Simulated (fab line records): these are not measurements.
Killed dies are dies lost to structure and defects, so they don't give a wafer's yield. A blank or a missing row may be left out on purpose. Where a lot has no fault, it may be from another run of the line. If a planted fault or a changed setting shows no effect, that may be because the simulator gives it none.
A struck lot beside a sound one -- flow nand harc -- 15 steps out of a route of 1302
Sound: the wafers L786.2, L786.4, L786.6. Struck: wafers L799.2, L799.6 (left out: L799.3, a lot-mate that was not struck); the cause follows at the end.
At each step with rows: each side's tool, then ch and its chambers, then its first start. Under that, the readings that differ: sound wafers -- struck wafers -- difference of the means -- sigmas: that difference in standard deviations of wafers without a fault.
alike: a reading whose means differ by less than 2 such deviations, as well as words and numbers matching on both sides. not compared: withheld readings; readings where some wafer has no value; bounds like >300 that might hide an equal value; numbers whose values overlap and for which the record gives no deviation.
Wherever a step has rows on one side only, a row that says differs or no value, or a row with sigmas, the two part there. Non-overlapping numbers with no deviation appear without sigmas and do not part them. Lack of a reading on every wafer of one side parts them only where that side has two or more wafers.

first, 2 steps without rows for these wafers: NHARC_A_CHANNEL_HOLE_D2_ETCH_19 (etches the open film in C4F8/O2/Ar, time 34.5 s); NHARC_A_CHANNEL_HOLE_D2_ETCH_20 (etches the open film in C4F8/O2/Ar, time 361.9 s, target depth 1600 nm).
NHARC_A_CHANNEL_HOLE_D2_ETCH_21: etches the open film in C4F8/O2/Ar, time 514.3 s, target depth 1600 nm.
  sound on har etch-01 ch 0, day 15 06:20; struck on har etch-02 ch 0,1, day 20 06:11
  alike: drypump motor current A, mfc ar sccm, run length s, showerhead plenum p Torr, throttle valve pct
  not compared: rf hours counter h
then, 1 step without rows for these wafers: NHARC_A_CHANNEL_HOLE_D2_ETCH_22 (etches the open film in C4F8/O2/Ar, time 666.7 s, target depth 1600 nm).
NHARC_A_CHANNEL_HOLE_D2_ETCH_23: etches the open film in C4F8/O2/Ar, time 819 s, target depth 1600 nm.
  sound on har etch-01 ch 0, day 15 07:23; struck on har etch-02 ch 0,1, day 20 07:15
  alike: drypump motor current A, mfc ar sccm, run length s, showerhead plenum p Torr, throttle valve pct
  not compared: rf hours counter h
NHARC_A_CHANNEL_HOLE_D2_ETCH_24: etches the open film in C4F8/O2/Ar, time 906.2 s, target depth 1500 nm.
  sound on har etch-01 ch 0, day 15 08:06; struck on har etch-02 ch 0,1, day 20 07:57
  alike: drypump motor current A, mfc ar sccm, run length s, showerhead plenum p Torr, throttle valve pct
  not compared: rf hours counter h
NHARC_A_CHANNEL_HOLE_D2_ETCH_25: etches the open film in C4F8/O2/Ar, time 1040.2 s, target depth 1500 nm.
  sound on har etch-01 ch 0, day 15 08:53; struck on har etch-02 ch 0,1, day 20 08:44
  alike: drypump motor current A, mfc ar sccm, run length s, showerhead plenum p Torr, throttle valve pct
  not compared: rf hours counter h
then, 5 steps without rows for these wafers: NHARC_A_CHANNEL_HOLE_D2_ETCH_26 (etches the open film in C4F8/O2/Ar, time 224.1 s, target depth 300 nm); NHARC_A_CHANNEL_HOLE_D2_ETCH_27 (etches the open film in C4F8/O2/Ar, time 90 s, target depth 400 nm); NHARC_A_CHANNEL_HOLE_D2_STRIP_41 (strips in N2/H2); NHARC_A_CHANNEL_HOLE_D2_STRIP_42 (strips in CF4/CHF3); NHARC_A_CHANNEL_HOLE_D2_STRIP_43 (strips in O2/COS).
NHARC_A_CHANNEL_HOLE_D2_ETCH_44: etches the open film in CF4/O2, target depth 140 nm, overetch 14 nm, time 77 s.
  sound on rie diel-12 ch 0,1,3, day 15 10:34; struck on rie diel-12 ch 0,3, day 20 10:26
reading,sound,struck,difference,sigmas
run length s (s),99.2 98.1 97.9,92.4 94.0,-5.2,-10
  alike: drypump motor current A, mfc ar sccm, oes_f_703_au, oes product au, rf vpp V, showerhead plenum p Torr, throttle valve pct
  not compared: rf hours counter h
NHARC_A_CHANNEL_HOLE_D2_STRIP_28: strips in O2.
  sound: rie diel-12 ch 1,3; struck: rie diel-12 ch 3
  alike: drypump motor current A, mfc ar sccm, oes product au, rf vpp V, showerhead plenum p Torr, throttle valve pct
  not compared: rf hours counter h
-- the record jumps here: 11 days lie between the struck wafers' starts before and after (it left off in module A_CHANNEL_HOLE_D2 and takes up again in module END, whose first step shown is number 1302 of the route) --
NHARC_END_SORT_01:
  only the struck wafers appear in the record here, on prober-01 ch 0 at day 31 18:55; the sound ones have no rows

## WHERE THEY PART
Last at NHARC_END_SORT_01 as far as this record goes, first at NHARC_A_CHANNEL_HOLE_D2_ETCH_44.

WHY: whatever the simulator had introduced
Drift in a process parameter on rie diel-12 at NHARC_A_CHANNEL_HOLE_D2_ETCH_44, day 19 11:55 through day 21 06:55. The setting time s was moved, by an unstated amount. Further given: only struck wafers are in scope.
